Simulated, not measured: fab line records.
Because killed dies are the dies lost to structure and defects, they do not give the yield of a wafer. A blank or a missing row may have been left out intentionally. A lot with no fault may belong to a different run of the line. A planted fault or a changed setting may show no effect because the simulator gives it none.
Chamber matching || flow n5 finfet || N5_MOL_CONTACT_COAG_ALD_133 on ald sin-04 has 4 sister chambers
The step deposits SiO2, target thk 5 nm, pulse time 1 s, co reactant pulse time 1 s. 16 wafers are shown with their chamber, then 7 later ones without.

WAFERS WITH THEIR CHAMBER
{"wafer": "L196.1", "chamber": 0, "heater power w (W)": 71, "precursor pulse height rel": 0.965}
{"wafer": "L196.5", "chamber": 3, "heater power w (W)": 85, "precursor pulse height rel": 0.990}
{"wafer": "L203.2", "chamber": 1, "heater power w (W)": 80, "precursor pulse height rel": 1.056}
{"wafer": "L203.3", "chamber": 2, "heater power w (W)": 78, "precursor pulse height rel": 0.976}
{"wafer": "L203.5", "chamber": 3, "heater power w (W)": 85, "precursor pulse height rel": 0.968}
{"wafer": "L204.3", "chamber": 1, "heater power w (W)": 81, "precursor pulse height rel": 0.995}
{"wafer": "L204.4", "chamber": 3, "heater power w (W)": 87, "precursor pulse height rel": 1.033}
{"wafer": "L204.5", "chamber": 1, "heater power w (W)": 79, "precursor pulse height rel": 0.994}
{"wafer": "L206.2", "chamber": 1, "heater power w (W)": 79, "precursor pulse height rel": 0.982}
{"wafer": "L206.3", "chamber": 2, "heater power w (W)": 78, "precursor pulse height rel": 1.017}
{"wafer": "L206.6", "chamber": 0, "heater power w (W)": 70, "precursor pulse height rel": 1.022}
{"wafer": "L208.1", "chamber": 3, "heater power w (W)": 85, "precursor pulse height rel": 1.000}
{"wafer": "L208.3", "chamber": 2, "heater power w (W)": 77, "precursor pulse height rel": 1.007}
{"wafer": "L208.5", "chamber": 2, "heater power w (W)": 81, "precursor pulse height rel": 1.015}
{"wafer": "L209.1", "chamber": 1, "heater power w (W)": 78, "precursor pulse height rel": 1.000}
{"wafer": "L209.5", "chamber": 2, "heater power w (W)": 78, "precursor pulse height rel": 1.000}

SIGNATURES (means of the wafers above)
{"reading": "heater power w", "chamber 0": 70.50, "chamber 1": 79.40, "chamber 2": 78.40, "chamber 3": 85.50, "scatter within a chamber": 1.22}
{"reading": "precursor pulse height rel", "chamber 0": 0.99350, "chamber 1": 1.00540, "chamber 2": 1.00300, "chamber 3": 0.99775, "scatter within a chamber": 0.0263}
Rule: for a wafer and a chamber, the distance is found by dividing, reading by reading, the gap between the wafer's reading and the chamber's mean by the reading's scatter, squaring, summing and taking the root. If the next closest chamber is less than 2 further off than the closest, the wafer can't be placed; otherwise it belongs to the closest. How the scatter is found: for the shown wafers, subtract from each reading the mean of its chamber, square and add these, divide the total by (wafers less chambers), then take the root.

WAFERS MISSING THEIR CHAMBER
{"wafer": "L209.6", "heater power w (W)": 80, "precursor pulse height rel": 0.973}
{"wafer": "L212.2", "heater power w (W)": 80, "precursor pulse height rel": 0.988}
{"wafer": "L212.3", "heater power w (W)": 71, "precursor pulse height rel": 0.996}
{"wafer": "L212.5", "heater power w (W)": 78, "precursor pulse height rel": 1.004}
{"wafer": "L211.1", "heater power w (W)": 87, "precursor pulse height rel": 1.029}
{"wafer": "L211.4", "heater power w (W)": 80, "precursor pulse height rel": 1.015}
{"wafer": "L211.5", "heater power w (W)": 85, "precursor pulse height rel": 1.017}

WHICH CHAMBER EACH WENT THROUGH
{"wafer": "L209.6", "from the rows above": "can't be placed: 1 or 2", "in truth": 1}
{"wafer": "L212.2", "from the rows above": "can't be placed: 1 or 2", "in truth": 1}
{"wafer": "L212.3", "from the rows above": 0, "in truth": 0}
{"wafer": "L212.5", "from the rows above": "can't be placed: 2 or 1", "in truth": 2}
{"wafer": "L211.1", "from the rows above": 3, "in truth": 3}
{"wafer": "L211.4", "from the rows above": "can't be placed: 1 or 2", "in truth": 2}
{"wafer": "L211.5", "from the rows above": 3, "in truth": 3}
Correctly placed: 3 of 7. Can't be placed from these rows: 4 (the true chamber is among the candidates in 4). 0 placed wrongly.
